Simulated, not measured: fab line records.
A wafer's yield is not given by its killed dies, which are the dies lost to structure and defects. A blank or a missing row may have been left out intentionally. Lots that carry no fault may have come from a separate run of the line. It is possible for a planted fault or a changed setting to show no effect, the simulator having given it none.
Which tool did it? -- flow n5Finfet -- 72 wafers from 24 lots sampled at 4 of the route's 1938 steps

== WHAT THE GAUGES SHOWED, per wafer ==
N5_BEOL_M5_INSPECT_58: inspects for defects (darkfield).
lot,measured,on,rawDefectCount
L075,day 9 00:27,defectInspect-02,82 87 71
L074,day 9 08:58,defectInspect-01,85 55 61
L076,day 9 11:16,defectInspect-02,59 104 84
L077,day 9 16:53,defectInspect-01,70 44 52
L078,day 10 02:17,defectInspect-02,50 67 53
L079,day 10 12:05,defectInspect-02,42 55 63
L082,day 11 08:04,defectInspect-02,104 88 112
L081,day 11 10:20,defectInspect-01,55 78 52
L080,day 11 17:25,defectInspect-02,77 46 89
L084,day 11 20:50,defectInspect-02,93 55 46
L083,day 11 22:45,defectInspect-02,52 120 53
L085,day 12 03:29,defectInspect-02,71 76 62
L086,day 12 10:18,defectInspect-02,39 51 78
L088,day 13 07:14,defectInspect-01,63 86 86
L087,day 13 08:06,defectInspect-01,48 100 54
L091,day 13 12:17,defectInspect-01,54 98 102
L089,day 13 16:14,defectInspect-02,68 57 82
L092,day 14 11:31,defectInspect-01,45 55 67
L090,day 14 12:16,defectInspect-02,51 92 57
L093,day 14 17:04,defectInspect-01,149 86 71
L095,day 15 13:44,defectInspect-02,90 56 83
L094,day 15 13:53,defectInspect-02,68 100 62
L096,day 15 20:33,defectInspect-01,57 47 93
L097,day 15 20:41,defectInspect-01,64 46 65

N5_BEOL_M6_THK_MEAS_01.
lot,measured,on,M6_ILD_THK (nm)
L075,day 9 01:04,filmMetro-02,153.7 154.1 154.1
L074,day 9 09:35,filmMetro-02,152.4 155.7 156.1
L076,day 9 12:23,filmMetro-02,152.4 152.7 152.8
L077,day 9 17:31,filmMetro-02,154.6 157.1 156.4
L078,day 10 02:55,filmMetro-02,155.5 150.1 158.4
L079,day 10 13:11,filmMetro-02,150.9 157.9 158.2
L082,day 11 08:41,filmMetro-01,157.9 153.3 155.2
L081,day 11 10:57,filmMetro-01,149.8 152.7 153.9
L080,day 11 18:08,filmMetro-01,153.8 152.2 155.2
L084,day 11 21:27,filmMetro-02,152.9 153.2 155.6
L083,day 11 23:23,filmMetro-02,156.0 150.9 157.7
L085,day 12 04:06,filmMetro-01,152.3 152.1 153.8
L086,day 12 10:55,filmMetro-02,154.5 153.8 156.0
L088,day 13 07:50,filmMetro-02,153.7 155.7 154.1
L087,day 13 08:43,filmMetro-02,153.0 155.2 157.4
L091,day 13 12:54,filmMetro-01,153.0 156.4 158.9
L089,day 13 16:51,filmMetro-01,153.6 152.2 156.1
L092,day 14 12:15,filmMetro-01,156.2 155.6 155.7
L090,day 14 12:55,filmMetro-01,152.3 151.8 154.8
L093,day 14 17:41,filmMetro-02,151.7 151.5 154.8
L095,day 15 14:20,filmMetro-01,150.4 153.5 157.3
L094,day 15 14:31,filmMetro-02,155.2 150.1 153.7
L096,day 15 21:19,filmMetro-02,152.9 151.5 155.0
L097,day 15 21:19,filmMetro-01,153.7 155.8 156.4

== EACH LOT AND THE TOOL THAT RAN IT (in order: tool; ch and the chambers of the sampled wafers; start) ==
lot,N5_BEOL_M5_SPUTTER_83,N5_BEOL_M5_SPUTTER_88
L075,"pvdSputter-01, day 8 17:40","pvdSputter-01, day 8 18:45"
L074,"pvdSputter-01, day 9 04:58","pvdSputter-01, day 9 06:04"
L076,"pvdSputter-02, day 9 07:52","pvdSputter-02, day 9 08:57"
L077,"pvdSputter-02, day 9 13:38","pvdSputter-02, day 9 14:43"
L078,"pvdSputter-01, day 9 20:41","pvdSputter-01, day 9 21:46"
L079,"pvdSputter-01, day 10 07:01","pvdSputter-01, day 10 08:06"
L082,"pvdSputter-01, day 11 00:51","pvdSputter-01, day 11 01:56"
L081,"pvdSputter-01, day 11 05:19","pvdSputter-01, day 11 06:25"
L080,"pvdSputter-01, day 11 13:30","pvdSputter-01, day 11 14:35"
L084,"pvdSputter-02, day 11 17:35","pvdSputter-02, day 11 18:40"
L083,"pvdSputter-01, day 11 19:29","pvdSputter-01, day 11 20:34"
L085,"pvdSputter-01, day 11 23:55","pvdSputter-01, day 12 01:00"
L086,"pvdSputter-02, day 12 06:41","pvdSputter-02, day 12 07:46"
L088,"pvdSputter-03, day 13 03:41","pvdSputter-03, day 13 04:46"
L087,"pvdSputter-01, day 13 04:50","pvdSputter-01, day 13 05:56"
L091,"pvdSputter-02, day 13 09:02","pvdSputter-02, day 13 10:07"
L089,"pvdSputter-03, day 13 12:44","pvdSputter-03, day 13 13:49"
L092,"pvdSputter-02, day 14 08:16","pvdSputter-02, day 14 09:21"
L090,"pvdSputter-03, day 14 08:53","pvdSputter-03, day 14 09:59"
L093,"pvdSputter-01, day 14 13:40","pvdSputter-01, day 14 14:46"
L095,"pvdSputter-03, day 15 10:29","pvdSputter-03, day 15 11:34"
L094,"pvdSputter-02, day 15 10:37","pvdSputter-02, day 15 11:43"
L096,"pvdSputter-02, day 15 17:17","pvdSputter-02, day 15 18:23"
L097,"pvdSputter-01, day 15 17:25","pvdSputter-01, day 15 18:31"
- N5_BEOL_M5_SPUTTER_83: material Cu, target thk 15 nm, time 27.62 s.
- N5_BEOL_M5_SPUTTER_88: material Cu, target thk 15 nm, time 27.62 s.

== WHAT THE TOOLS THEMSELVES READ (means of the sampled wafers that have a number; where no wafer has one, the mark that the record gives instead) ==
N5_BEOL_M5_SPUTTER_83.
lot,tool,throttleValvePct (%)
L075,pvdSputter-01,31.2
L074,pvdSputter-01,31.3
L076,pvdSputter-02,30.8
L077,pvdSputter-02,31.5
L078,pvdSputter-01,31.1
L079,pvdSputter-01,30.9
L082,pvdSputter-01,31.0
L081,pvdSputter-01,30.7
L080,pvdSputter-01,30.3
L084,pvdSputter-02,32.0
L083,pvdSputter-01,30.4
L085,pvdSputter-01,31.1
L086,pvdSputter-02,30.5
L088,pvdSputter-03,30.3
L087,pvdSputter-01,31.4
L091,pvdSputter-02,30.2
L089,pvdSputter-03,30.1
L092,pvdSputter-02,30.9
L090,pvdSputter-03,30.8
L093,pvdSputter-01,31.7
L095,pvdSputter-03,29.4
L094,pvdSputter-02,30.5
L096,pvdSputter-02,30.7
L097,pvdSputter-01,31.3

N5_BEOL_M5_SPUTTER_88.
lot,tool,throttleValvePct (%)
L075,pvdSputter-01,31.3
L074,pvdSputter-01,31.3
L076,pvdSputter-02,30.8
L077,pvdSputter-02,31.4
L078,pvdSputter-01,31.1
L079,pvdSputter-01,30.7
L082,pvdSputter-01,30.9
L081,pvdSputter-01,30.6
L080,pvdSputter-01,30.5
L084,pvdSputter-02,32.0
L083,pvdSputter-01,30.3
L085,pvdSputter-01,31.2
L086,pvdSputter-02,30.8
L088,pvdSputter-03,30.2
L087,pvdSputter-01,31.3
L091,pvdSputter-02,30.1
L089,pvdSputter-03,30.2
L092,pvdSputter-02,31.1
L090,pvdSputter-03,30.8
L093,pvdSputter-01,31.7
L095,pvdSputter-03,29.5
L094,pvdSputter-02,30.5
L096,pvdSputter-02,30.5
L097,pvdSputter-01,31.4

== THE ANSWER, worked out from the rows above alone ==
Rule: usual is defined by the lots themselves. Put in order of their means at a reading, lots are off if they are a third of the lots or fewer, leave a main group of 4 or more, and stand apart from it by a gap of 3 or more times the standard deviation of the main group's means; of several such gaps the widest counts. A main group whose means are all the same, to the digits that the tables above print for the reading, isn't used. Also off: a lot with no number at a reading for which 4 or more lots have one. Any other lot the step has rows for is counted as sound. First the gauges in route order, then the tools' own readings, where a lot's mean is used as printed above. At the first step where some lot is off, the reading lying furthest off is the one used; lots without a number count as furthest.
None of the lots is off at any reading shown; this tells nothing.

== WHAT WAS PUT IN BY THE SIMULATOR ==
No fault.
